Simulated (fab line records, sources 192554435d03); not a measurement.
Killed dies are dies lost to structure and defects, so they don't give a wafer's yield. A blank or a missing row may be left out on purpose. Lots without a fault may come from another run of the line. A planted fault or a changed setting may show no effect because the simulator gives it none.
Chamber matching | flow n5_finfet | N5_BEOL_M3_ETCH_64 on rie_diel-03: 4 sister chambers
The step etches SOC in N2/H2, target depth 75 nm, overetch 15 nm, time 112.5 s. 4 wafers are shown with their chamber, then 10 later ones without.

WAFERS WITH THEIR CHAMBER
wafer  | chamber | showerhead_plenum_p_Torr (Torr)
L082.6 | 2       | 2.65
L084.5 | 0       | 2.61
L085.2 | 3       | 2.35
L085.4 | 1       | 2.63

WAFERS WITHOUT THEIR CHAMBER
wafer  | showerhead_plenum_p_Torr (Torr)
L085.6 | 2.64
L086.1 | 2.35
L086.2 | 2.64
L086.4 | 2.63
L089.2 | 2.60
L089.3 | 2.63
L089.6 | 2.64
L094.2 | 2.34
L094.3 | 2.62
L094.4 | 2.64

WHICH CHAMBER EACH WENT THROUGH
wafer  | from the rows above     | in truth
L085.6 | can't be placed: 2 or 1 | 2
L086.1 | 3                       | 3
L086.2 | can't be placed: 2 or 1 | 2
L086.4 | 1                       | 1
L089.2 | 0                       | 0
L089.3 | 1                       | 1
L089.6 | can't be placed: 2 or 1 | 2
L094.2 | 3                       | 3
L094.3 | can't be placed: 1 or 0 | 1
L094.4 | can't be placed: 2 or 1 | 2
Placed correctly: 5 of 10. Can't be placed from these rows: 5 (the true chamber is among the candidates in 5). Placed wrongly: 0.
How it was worked out, from the rows above alone: a wafer's distance from a chamber is the root of the sum, over the readings, of the square of ((its reading less the chamber's mean) divided by the reading's scatter). The wafer belongs to the nearest chamber; if the next one is less than 2 further off, it can't be placed. A chamber's mean is the mean of its shown wafers. The scatter: with one shown wafer a chamber, the root of the mean of the squares of how far each hidden wafer lies from its nearest shown one.
